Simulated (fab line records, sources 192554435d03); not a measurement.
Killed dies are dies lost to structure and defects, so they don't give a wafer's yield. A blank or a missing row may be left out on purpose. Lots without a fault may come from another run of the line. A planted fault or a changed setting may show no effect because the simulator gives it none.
fab line records | flow n5_finfet
record lots=4 wafers=12 last_day=18
route steps=1938 shown MOL_CONTACT_COAG@551 BEOL_M4@1111 PASSIVATION@1936
lots that met no fault: from a run of the same line without faults
start_h: hours from the record's first day to the start of the lot's first wafer shown | wait_h: hours since the lot's step before | " the same as in the row above | L1.1+2: a row that stands for several wafers | - no value, or no start given | * or withheld: withheld | < > ~ a bound
route shown NAME@n: a module of which the file shows steps, and the number in the route of the first | usual: mean/standard deviation of fault-free wafers | same: alike in all rows | chamber/n: place in a boat | sites: the reading at each site | _std_site: their standard deviation | _edge_site: outer sites' mean less inner sites' | radius_mm: how far each site lies from the wafer's centre | mask NAME#n: copy n | behind: the tool/chamber that last shaped the wafer | hold: why the lot was held/for how many hours/how that ended | device: the transistor (n, p or np) that didn't switch | end of line: the same wafers' tests at the end of the route | a step without rows: its recipe alone | killed: dies lost to structure and defects at the first sort, not the wafer's yield | map: a wafer's dies, x killed, . not, _ none there
set.NAME: the setting as run; set.NAME@STEP: as run at that earlier step | model.NAME: the simulator's own value behind a step, which no gauge read
lots at some steps of the route; a table a step, a row a wafer
services: from which hour (start_h, from the record's first day; less than 0 if before it) a tool's chamber was out of use, for how many hours, and why
## steps
# step N5_MOL_CONTACT_COAG_SPUTTER_130
# recipe material=Co target_thk_a=475 temp_c=25 chamber_pressure_pa=0.5 power_w=3000
# step N5_MOL_CONTACT_COAG_PRECLEAN_125
# recipe chemistry=DIW time_s=57.5 temp_c=23
# step N5_MOL_CONTACT_COAG_SRD_126
# recipe dry_time_s=32 dry=n2_spin spin_rpm=1500
# step N5_MOL_CONTACT_COAG_CMP_23
# recipe stop_on=SiO2 t_overpolish_s=1.5 post_cmp_clean=cu_alkaline down_force_psi=2 platen_rpm=50.289 pad_velocity_m_s=1.0006 target_thk_nm=0
# step N5_MOL_CONTACT_COAG_WET_ETCH_26
# recipe target=Co target_depth_nm=13
# step N5_MOL_CONTACT_COAG_WET_ETCH_116
# recipe chemistry=SC1-inhibited target_depth_nm=4.6 dry=ipa_marangoni rinse_time_s=30 rinse_temp_c=23
# step N5_MOL_CONTACT_COAG_ALD_27
# recipe material=SiOC target_thk_a=170 temp_c=400 ald_precursor_family=carbosiloxane ald_co_reactant=H2-plasma pulse_time_s=1.5 time_s=2720 purge_time_s=2 co_reactant_purge_time_s=2 ald_cycles=340 pressure_torr=2
# step N5_MOL_CONTACT_COAG_CMP_28
# recipe stop_on=SiNx t_overpolish_s=0.85 post_cmp_clean=alkaline_brush down_force_psi=4.15 platen_rpm=51.8 pad_velocity_m_s=1.0307 target_thk_nm=14.522
# step N5_MOL_CONTACT_COAG_ALD_123
# recipe material=SiNx target_thk_a=50 temp_c=400 ald_precursor_family=SiH2I2 ald_co_reactant=N2/H2-plasma pulse_time_s=1 purge_time_s=2 co_reactant_purge_time_s=2 ald_cycles=100 pressure_torr=2
# step N5_MOL_CONTACT_COAG_PECVD_31
# recipe material=SiO2 target_thk_a=460 temp_c=400 precursor=TEOS/O2 pressure_torr=6.5 rf_w=withheld teos_flow_sccm=withheld gas=O2 flow_sccm=2650 time_s=8.9
# columns lot.wafer tool chamber start_h wait_h
L859.1+3+6 pecvd-02 2,1,2 124.92 0.3
L864.1+4+5 pecvd-02 2,1,0 153.99 0.3
L875.1+2+6 pecvd-02 1,0,0 226.83 0.3
L876.1+2+6 pecvd-04 2,1,1 245.72 0.3
# step N5_MOL_CONTACT_COAG_COAT_75
# recipe resist=SOC temp_c=250 time_s=60 spin_rpm=1500 resist_thk_nm=60
# step N5_MOL_CONTACT_COAG_COAT_76
# recipe resist=SiARC temp_c=220 time_s=60 spin_rpm=1500 resist_thk_nm=10
# step N5_MOL_CONTACT_COAG_COAT_77
# recipe resist=underlayer temp_c=205 time_s=60 spin_rpm=1500 resist_thk_nm=10
# step N5_MOL_CONTACT_COAG_COAT_78
# recipe resist=CAR-EUV spin_rpm=1500 resist_thk_nm=40
# step N5_MOL_CONTACT_COAG_EBR_80
# recipe solvent=PGMEA ebr_width_mm=1.5
# step N5_MOL_CONTACT_COAG_SOFTBAKE_79
# recipe temp_c=110 time_s=60 resist=CAR-EUV
# step N5_MOL_CONTACT_COAG_EXPOSE_81
# recipe mask_id=VG na=0.33 source_shape=annular sigma_inner=0.3 sigma_outer=0.7 polarization=unpolarized defocus_nm=0 dose_mj=59.5
# step N5_MOL_CONTACT_COAG_PEB_82
# recipe peb_temp_c=100 peb_time_s=60 resist=CAR-EUV
# step N5_MOL_CONTACT_COAG_DEVELOP_83
# recipe develop_time_s=30 developer=TMAH resist=CAR-EUV rinse_liquid=surfactant_rinse dry=air_spin dev_temp_c=23
# step N5_MOL_CONTACT_COAG_INSPECT_57
# recipe mode=adi inspect_instrument=brightfield
# usual raw_defect_count=191/49
# columns lot.wafer tool chamber start_h wait_h raw_defect_count
L859.1 defect_inspect-02 - 125.47 0.1 812
L859.3 " - " " 156
L859.6 " - " " 808
L864.1 defect_inspect-02 - 154.54 0.1 814
L864.4 " - " " 245
L864.5 " - " " 201
L875.1 defect_inspect-02 - 227.42 0.1 104
L875.2 " - " " 112
L875.6 " - " " 127
L876.1 defect_inspect-01 - 246.15 0.1 337
L876.2 " - " " 174
L876.6 " - " " 238
# step N5_MOL_CONTACT_COAG_DESCUM_88
# recipe chemistry=O2 time_s=7 source_power_w=50 bias_power_w=20 pressure_mtorr=20 rf_frequency_hz=2.712e+07 temp_c=40 resist=CAR-EUV o2_flow_sccm=225
# step N5_BEOL_M4_RC_MEAS_101
# usual DIBL_N=36.4/1.3 DIBL_P=36.5/1.7 IOFF_N=0.154/0.022 IOFF_P=0.202/0.025 ION_N=671/9.8 ION_P=460/6.8 SS_N=71.6/0.54 SS_P=73.4/0.58 VT_N=250.9/2.8 VT_P=-251.4/2.7
# columns lot.wafer tool chamber start_h wait_h DIBL_N[mV/V] DIBL_P[mV/V] IOFF_N[nA/um] IOFF_P[nA/um] ION_N[uA/um] ION_P[uA/um] SS_N[mV/dec] SS_P[mV/dec] VT_N[mV] VT_P[mV]
L859.1 prober-02 0 194.30 0.0 35.8 36.5 0.143 0.203 672 466 71.7 73.2 252.8 -251.1
L859.3 " 0 " " 38.1 39.0 0.183 0.240 677 465 72.5 73.4 246.3 -250.3
L859.6 " 0 " " 36.5 37.6 0.154 0.214 682 471 71.0 72.7 251.1 -248.0
L864.1 prober-01 0 220.71 0.0 35.5 34.0 0.128 0.193 665 465 71.0 72.4 253.5 -250.1
L864.4 " 0 " " 36.4 35.6 0.153 0.212 674 466 71.6 73.0 248.7 -251.0
L864.5 " 0 " " 35.0 33.7 0.125 0.180 675 466 70.8 72.0 253.2 -252.8
L875.1 prober-02 0 287.30 0.0 36.3 38.6 0.164 0.216 668 460 72.2 73.7 250.2 -250.6
L875.2 " 0 " " 36.8 39.9 0.183 0.232 689 467 72.2 74.2 248.2 -252.3
L875.6 " 0 " " 37.6 40.3 0.190 0.243 678 461 71.9 74.7 247.6 -248.9
L876.1 prober-01 0 310.67 0.0 33.7 33.9 0.121 0.185 672 463 70.7 72.6 252.3 -248.9
L876.2 " 0 " " 34.9 35.8 0.146 0.217 684 471 71.2 73.6 250.0 -247.5
L876.6 " 0 " " 34.2 34.5 0.128 0.194 663 464 70.9 72.4 251.7 -248.6
# step N5_PASSIVATION_PROBE_49
# usual defect_limited_yield=91.1/1.3 killed_at_M0_to_M3=34/10 killed_at_M4_up=14/5.7 killed_at_contacts=12/5.9 killed_at_front_end=41/12 killed_at_other=4/3.1 killed_dies=105/15 killed_on_rim=14/4.2 killed_open=69/11 killed_short=35/7.8 sort_bin_5_function=5.3/0.81 sort_bin_6_memory=3.3/0.75 sort_n_pass=1075/15 sort_yield_pct=91.1/1.3
# same gross_dies=1180 killed_at_back_side=0 sort_bin_4_leakage[%]=0 sort_bin_8_speed[%]=0
# columns lot.wafer tool chamber start_h wait_h defect_limited_yield[%] killed_at_M0_to_M3 killed_at_M4_up killed_at_contacts killed_at_front_end killed_at_other killed_dies killed_on_rim killed_open killed_short sort_bin_5_function[%] sort_bin_6_memory[%] sort_n_pass sort_yield_pct[%]
L859.1 prober-01 - 317.93 0.7 82.0 22 13 128 48 1 212 16 64 27 11.4 4.1 968 82.0
L859.6 prober-01 - 318.18 1.0 81.9 27 14 136 35 1 213 25 65 30 11.8 3.6 967 81.9
L864.1 prober-02 - 336.14 0.0 80.5 35 3 127 59 6 230 26 72 39 11.2 5.3 950 80.5
L875.2 prober-01 - 391.95 0.1 89.2 34 22 25 43 3 127 10 89 37 6.2 3.9 1053 89.2
# killed by level:class
L859.1 MOL_CONTACT_COAG:unspecified=119 STI_FIN_REVEAL:geometric_particle:open=16 FIN_SAQP:geometric_particle:open=11 BEOL_M0_SAQP:geometric_particle:open=10 MOL_CONTACT_COAG:geometric_particle:open=6 FIN_SAQP:geometric_particle:short=5 STI_FIN_REVEAL:geometric_particle:short=5 BEOL_M0_SAQP:geometric_particle:short=5
L859.6 MOL_CONTACT_COAG:unspecified=118 MOL_CONTACT_COAG:geometric_particle:open=12 STI_FIN_REVEAL:geometric_particle:open=9 BEOL_M0_SAQP:geometric_particle:open=8 BEOL_M4:geometric_particle:open=7 FIN_SAQP:geometric_particle:open=6 MOL_CONTACT_COAG:geometric_particle:short=6 BEOL_M2:geometric_particle:open=6
L864.1 MOL_CONTACT_COAG:unspecified=119 FIN_SAQP:geometric_particle:short=16 FIN_SAQP:geometric_particle:open=16 BEOL_M1:geometric_particle:open=11 STI_FIN_REVEAL:geometric_particle:open=9 MOL_CONTACT_COAG:geometric_particle:open=7 GATE_CUT:geometric_particle:open=4 BEOL_M0_SAQP:geometric_particle:open=4
L875.2 MOL_CONTACT_COAG:geometric_particle:open=22 BEOL_M0_SAQP:geometric_particle:short=12 BEOL_M0_SAQP:geometric_particle:open=11 FIN_SAQP:geometric_particle:open=9 STI_FIN_REVEAL:geometric_particle:open=8 BEOL_M4:geometric_particle:open=8 BEOL_M5:geometric_particle:open=5 DUMMY_GATE:geometric_particle:open=4
# map L859.6 (x killed, . not)
_________________............________________
______________...x......x..x...._____________
___________.x.x....................__________
__________.........................._________
________xx.........x............x.x..._______
_______......x..............x.xxxxxxx.x______
______....x................xx.xxxxxxxxxx_____
_____...............x........xxxxxxxxxxxx____
____.......x....x............xxxxxxxxxxxxx___
___.................x.......xxxxxxxxxxxxxx.__
___.x.xx......x..........x..x.xxxxxxxxxxx.x__
__.x......x.........x........xxxxxxxxxxxxx.._
__..........x............x...x.xxxxxxxxx.x.x_
_x...xx...x.....x......x....x.xxxxxx.x.xx....
_.x...........x...x..........xx.xxx.xx.x...x.
_.......x..x.xx....xx.........xx..xx.......x.
_....x....xx...................x....x........
_..............x..................x..........
_..x.....................x...................
_............x..........xx.....x.............
_............x...............x.x............x
__..............x....x.......x.............._
__........x..xx............................._
___.............x................x.........__
___..x.........................x...........__
____...................x..................___
_____........x................x.........x____
______.....x.........x.................._____
_______............x.......x...x..x.x..______
________............x..x.............._______
__________x.......x..............x.._________
___________x.x.............xx......__________
______________.x..............x._____________
_________________...x........________________
# map L864.1 (x killed, . not)
_________________.....x......________________
______________.x..........x....._____________
___________..............x.........__________
__________...x..................x..._________
________x.............x...........x..._______
_______......................x.xxxxxxxx______
______...................x..x.xxxxx.xxxx_____
_____...............x......xxxxxxxxxxxxxx____
____.x......x..............xx.xxxxxxxxxxxx___
___..........................xxxxxxxxxxxxx.__
___...............x.....x...xxxxxxxxxxxxxxx__
__.....x................xx.x.xxxxxxxxxxxxx.._
__...x.....................xxxxxxxxxxxxxxx.._
_.....x............x...........xxxxxxxxx.....
_.xx...x.....................xxxxx.xxx.......
_.............x....................x..x.x....
_...x.................x..........x.x.........
_.x.xx.....x.x...x.................x..x......
_.........x..............x...xx...x....x.x.xx
_...............................x...x......x.
_.x...........................x..............
__..............x.......x..x..........x.x..._
__.................xx....x.......x....x....._
___..xx...x...........x.....x...........x..__
___...........x...................x.......x__
____..xx.........x..xx..................x.___
_____x..............x.x.....x.x..xx.x..x.____
______...x..xx...x.......x.............._____
_______.......x....x...............x...______
________...x.......x........x.x...x..._______
__________x..................x......_________
___________.x...............x......__________
______________..x..............._____________
_________________..x.x...x...________________
## services
# columns tool chamber start_h hours kind
pecvd-04 - 110.67 40.2 repair
pecvd-02 1 145.49 5.5 scheduled_down
pecvd-02 1 199.43 5.5 scheduled_down
pecvd-02 - 201.61 23.4 repair
pecvd-04 1 220.00 2.1 scheduled_down
pecvd-04 2 241.44 2.1 scheduled_down
## key
first_sign step=N5_MOL_CONTACT_COAG_INSPECT_57 reading=raw_defect_count direction=up sigmas=13 usual=191 struck=811
effect step=N5_PASSIVATION_PROBE_49 reading=killed_at_contacts direction=up sigmas=20 usual=12 struck=130
more_kills_born_at N5_MOL_CONTACT_COAG_PECVD_31@pecvd-02=356
met_at N5_MOL_CONTACT_COAG_PECVD_31
struck_wafers L859.1,L859.6,L864.1
fault kind=chamber_particle_source tool=pecvd-02 chamber=2 onset_h=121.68 steps=N5_MOL_CONTACT_COAG_PECVD_31 rate_per_visit_cm2=0.9331 end_h=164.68
